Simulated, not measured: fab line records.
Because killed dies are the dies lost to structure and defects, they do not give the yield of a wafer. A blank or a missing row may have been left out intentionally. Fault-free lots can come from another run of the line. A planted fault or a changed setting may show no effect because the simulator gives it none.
Comparing a struck lot with a sound one / flow n5Finfet / 16 steps out of a route of 1938
Sound: the wafers L288.2, L288.3, L288.4. The struck wafers were L300.1, L300.2, L300.3. Last of all comes the cause.
At each step with rows: each side's tool, then ch and its chambers, then its first start. Under that, the readings that differ: sound wafers / struck wafers / difference of the means / sigmas: that difference in standard deviations of wafers without a fault.
alike: readings whose means differ by less than 2 such deviations, and words and numbers that are the same on both sides. not compared: withheld readings, readings that some wafer has no value for, bounds like >300 that may hide the same value, and numbers for which the record gives no deviation and whose values overlap.
The two part at a step that has a row with sigmas, a row that says differs or no value, or rows on one side only. Non-overlapping numbers with no deviation appear without sigmas and do not part them. Lack of a reading on every wafer of one side parts them only where that side has two or more wafers.

first, 6 steps without rows for these wafers: N5_BEOL_M4_COAT_22 (resist thk 30 nm); N5_BEOL_M4_EBR_24; N5_BEOL_M4_SOFTBAKE_23 (time 60 s); N5_BEOL_M4_EXPOSE_25 (exposes mask V3, defocus 5 nm); N5_BEOL_M4_PEB_26 (peb time 60 s); N5_BEOL_M4_DEVELOP_27 (develop time 30 s).
N5_BEOL_M4_CD_MEAS_28: target cd 26.2 nm, target cd y 24.1 nm.
  sound on cdSem-01 ch 0, day 8 15:59; struck on cdSem-03 ch 0, day 11 22:52
  alike: cdNm
N5_BEOL_M4_OVL_MEAS_29:
  sound on overlay-01 ch 0, day 8 16:02; struck on overlay-02 ch 0, day 11 22:54
  alike: V3_OVL
N5_BEOL_M4_INSPECT_30: inspects for defects (brightfield).
  sound on defectInspect-02, day 8 16:05; struck on defectInspect-01, day 11 22:57
  alike: rawDefectCount
N5_BEOL_M4_DESCUM_33: chemistry O2, time 7 s.
  sound on rieDiel-06 ch 1,2, day 8 16:07; struck on rieDiel-02 ch 1,2,3, day 11 23:00
  alike: chamberPressureMTorr, drypumpMotorCurrentA, oesProductAu, rfVppV, showerheadPlenumPTorr, throttleValvePct
  not compared: rfHoursCounterH
N5_BEOL_M4_ETCH_77: etches underlayer in N2/H2, target depth 6.5 nm, time 5.2 s.
  sound on rieDiel-06 ch 1,2, day 8 16:09; struck on rieDiel-02 ch 1,2,3, day 11 23:02
  alike: chamberPressureMTorr, drypumpMotorCurrentA, etchRfOnTimeS, oesProductAu, rfVppV, showerheadPlenumPTorr, throttleValvePct
  not compared: rfHoursCounterH
N5_BEOL_M4_ETCH_69: etches SiARC in CF4, target depth 15.6 nm, time 26 s.
  sound on rieDiel-06 ch 1,2, day 8 16:10; struck on rieDiel-02 ch 1,2,3, day 11 23:03
  alike: cf4FlowSccm, chamberPressureMTorr, drypumpMotorCurrentA, etchRfOnTimeS, oesProductAu, rfVppV, showerheadPlenumPTorr, throttleValvePct
  not compared: rfHoursCounterH
N5_BEOL_M4_ALD_98: deposits SiO2, target thk 2.5 nm, pulse time 1 s, co reactant pulse time 1 s.
  sound on aldSin-01 ch 1,2,3, day 8 16:15; struck on aldSin-02 ch 1,2,3, day 11 23:08
  no value came back on the struck wafers for any of 5 readings (aldCycles, chamberPressureTorr (Torr) and others); on the sound wafers aldCycles reads 17 17 17
N5_BEOL_M4_ETCHBACK_99: etches SiO2 in CHF3, target depth 5 nm, time 10.4 s.
  sound on rieDiel-02 ch 0,1,2, day 8 16:55; struck on rieDiel-06 ch 0,2,3, day 11 23:16
  alike: chamberPressureMTorr, drypumpMotorCurrentA, oesProductAu, rfVppV, showerheadPlenumPTorr, throttleValvePct
  not compared: rfHoursCounterH
N5_BEOL_M4_RC_MEAS_101:
  sound on prober-01 ch 0, day 8 22:09; struck on prober-02 ch 0, day 12 04:39
reading=DIBL_N (mV/V); sound=37.4 37.9 37.2; struck=31.8 33.8 31.2; difference=-5.2; sigmas=-2
  alike: DIBL_P, IOFF_N, IOFF_P, ION_N, ION_P, SS_N, SS_P, VT_N, VT_P
following that, these wafers have no rows for 1 step: N5_PASSIVATION_PROBE_49.

WHERE THEY PART
First at N5_BEOL_M4_ALD_98; last, within this record, at N5_BEOL_M4_RC_MEAS_101.

WHY: the cause the simulator had injected
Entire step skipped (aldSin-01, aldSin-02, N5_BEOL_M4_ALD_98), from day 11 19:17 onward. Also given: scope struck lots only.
